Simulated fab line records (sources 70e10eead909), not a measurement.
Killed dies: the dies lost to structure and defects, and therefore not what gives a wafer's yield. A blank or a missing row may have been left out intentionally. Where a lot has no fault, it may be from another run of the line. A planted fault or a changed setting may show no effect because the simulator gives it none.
Matching of chambers	flow nandHarc	NHARC_A_STAIRCASE_DEP_280 on pecvd-03 has 3 sister chambers
The step deposits SiON, target thk 30 nm. 6 wafers are shown with their chamber, then 7 later ones without.

WAFERS, EACH WITH ITS CHAMBER
wafer	chamber	heaterPowerW (W)	rfFwdPowerW (W)
L082.4	2	730	348.9
L085.5	2	817	347.2
L086.4	0	833	346.9
L086.5	1	673	350.6
L087.2	0	853	348.4
L087.3	1	567	349.3

WAFERS WITH NO CHAMBER GIVEN
wafer	heaterPowerW (W)	rfFwdPowerW (W)
L087.5	568	348.7
L090.2	673	349.6
L090.4	671	350.9
L090.5	904	348.3
L092.1	840	348.0
L092.4	852	348.7
L092.6	810	348.1

CHAMBER TAKEN BY EACH
wafer	from the rows above	in truth
L087.5	1	1
L090.2	can't be placed: 1 or 2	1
L090.4	can't be placed: 1 or 2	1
L090.5	can't be placed: 0 or 2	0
L092.1	can't be placed: 0 or 2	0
L092.4	can't be placed: 0 or 2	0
L092.6	can't be placed: 2 or 0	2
Correctly placed: 1 of 7. Can't be placed from these rows: 6 (the true chamber is among the candidates in 6). 0 placed wrongly.
How it was worked out, from the rows above alone: a wafer's distance from a chamber is the root of the sum, over the readings, of the square of ((its reading less the chamber's mean) divided by the reading's scatter). If the next closest chamber is less than 2 further off than the closest, the wafer can't be placed; otherwise it belongs to the closest. For every chamber, the mean is computed from those of its wafers that are shown. The scatter: take each reading less its chamber's mean, square it, sum over the shown wafers, divide by the number of wafers less the number of chambers, and take the root.
